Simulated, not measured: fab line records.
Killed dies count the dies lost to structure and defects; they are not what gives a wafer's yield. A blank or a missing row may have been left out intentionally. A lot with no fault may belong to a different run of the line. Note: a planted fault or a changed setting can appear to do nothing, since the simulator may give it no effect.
Which tool is to blame?    flow nand harc    11 lots with 33 wafers sampled at 5 steps, on a route of 1302 steps

== WHAT EACH GAUGE READ, for each wafer ==
NHARC_END_SORT_01.
lot   measured      on         killed at array
L136  day 29 02:59  prober-02  620 624 591
L139  day 30 03:25  prober-02  581 601 614

== EACH LOT AND THE TOOL THAT RAN IT (in order: tool; ch and the chambers of the sampled wafers; start) ==
lot   NHARC_A_SGD_CUT_DEP_00           NHARC_A_SGD_CUT_DESCUM_14           NHARC_A_SGD_CUT_ETCH_59                        NHARC_A_SGD_CUT_ETCH_16
L125  pecvd-03 ch 0,1,2, day 19 13:07  rie diel-03 ch 0,2,3, day 19 14:01  rie diel-03 ch 1,2,3, day 19 14:41 or earlier  rie diel-03 ch 0,1,3, day 19 14:41
L128  pecvd-01 ch 0,1,2, day 20 09:50  rie diel-12 ch 0,1,3, day 20 10:41  rie diel-12 ch 1,2, day 20 11:17 or earlier    rie diel-12 ch 2,3, day 20 11:17
L129  pecvd-04 ch 1,2, day 20 09:57    rie diel-06 ch 0,2, day 20 10:49    rie diel-06 ch 0,1, day 20 11:30 or earlier    rie diel-06 ch 0,1, day 20 11:30
L130  pecvd-01 ch 0,1, day 21 01:49    rie diel-06 ch 0,2, day 21 02:43    rie diel-06 ch 2,3, day 21 03:17 or earlier    rie diel-06 ch 2,3, day 21 03:17
L136  pecvd-04 ch 0,2, day 23 19:42    rie diel-12 ch 0,1, day 23 20:34    rie diel-12 ch 0,1, day 23 21:10 or earlier    rie diel-12 ch 1,2,3, day 23 21:10
L137  pecvd-01 ch 0,1, day 24 03:25    rie diel-03 ch 0,1,2, day 24 04:20  rie diel-03 ch 1,2, day 24 04:53 or earlier    rie diel-03 ch 1,2, day 24 04:53
L139  pecvd-03 ch 0,2, day 24 21:17    rie diel-12 ch 2,3, day 24 22:09    rie diel-12 ch 1,3, day 24 22:50 or earlier    rie diel-12 ch 1,2,3, day 24 22:50
L145  pecvd-01 ch 0,1, day 27 03:21    rie diel-03 ch 0,1,3, day 27 04:13  rie diel-03 ch 0,1,3, day 27 04:47 or earlier  rie diel-03 ch 0,2, day 27 04:47
L144  pecvd-01 ch 0,1,2, day 27 03:38  rie diel-06 ch 0,2,3, day 27 04:26  rie diel-06 ch 0,1,3, day 27 04:59 or earlier  rie diel-06 ch 0,3, day 27 04:59
L146  pecvd-04 ch 0,1,2, day 27 23:25  rie diel-06 ch 0,3, day 28 00:17    rie diel-06 ch 1,2,3, day 28 00:52 or earlier  rie diel-06 ch 1,2,3, day 28 00:52
L147  pecvd-01 ch 0,2, day 28 04:40    rie diel-12 ch 1,2,3, day 28 05:35  rie diel-12 ch 0,1,2, day 28 06:08 or earlier  rie diel-12 ch 0,1, day 28 06:08
- NHARC_A_SGD_CUT_DEP_00: deposits SiNx, target thk 50 nm.
- NHARC_A_SGD_CUT_DESCUM_14: chemistry O2, time 3 s.
- NHARC_A_SGD_CUT_ETCH_59: etches the open film in N2/H2, target depth 260 nm, time 406.25 s.
- NHARC_A_SGD_CUT_ETCH_16: etches the open film in C4F8/O2/Ar, target depth 310.5 nm, time 155.2 s.

== THE ANSWER, worked out from the rows above alone ==
Rule: the lots themselves supply what counts as usual. Put in order of their means at a reading, lots are off if they are a third of the lots or fewer, leave a main group of 4 or more, and stand apart from it by a gap of 3 or more times the standard deviation of the main group's means; of several such gaps the widest counts. Not used: any main group whose means are identical at the precision the tables above print for the reading. Also off: a lot with no number at a reading for which 4 or more lots have one. All remaining lots with rows at the step are treated as sound.
No lot is off at any reading shown: from this, nothing can be told.

== WHAT THE SIMULATOR HAD INSERTED ==
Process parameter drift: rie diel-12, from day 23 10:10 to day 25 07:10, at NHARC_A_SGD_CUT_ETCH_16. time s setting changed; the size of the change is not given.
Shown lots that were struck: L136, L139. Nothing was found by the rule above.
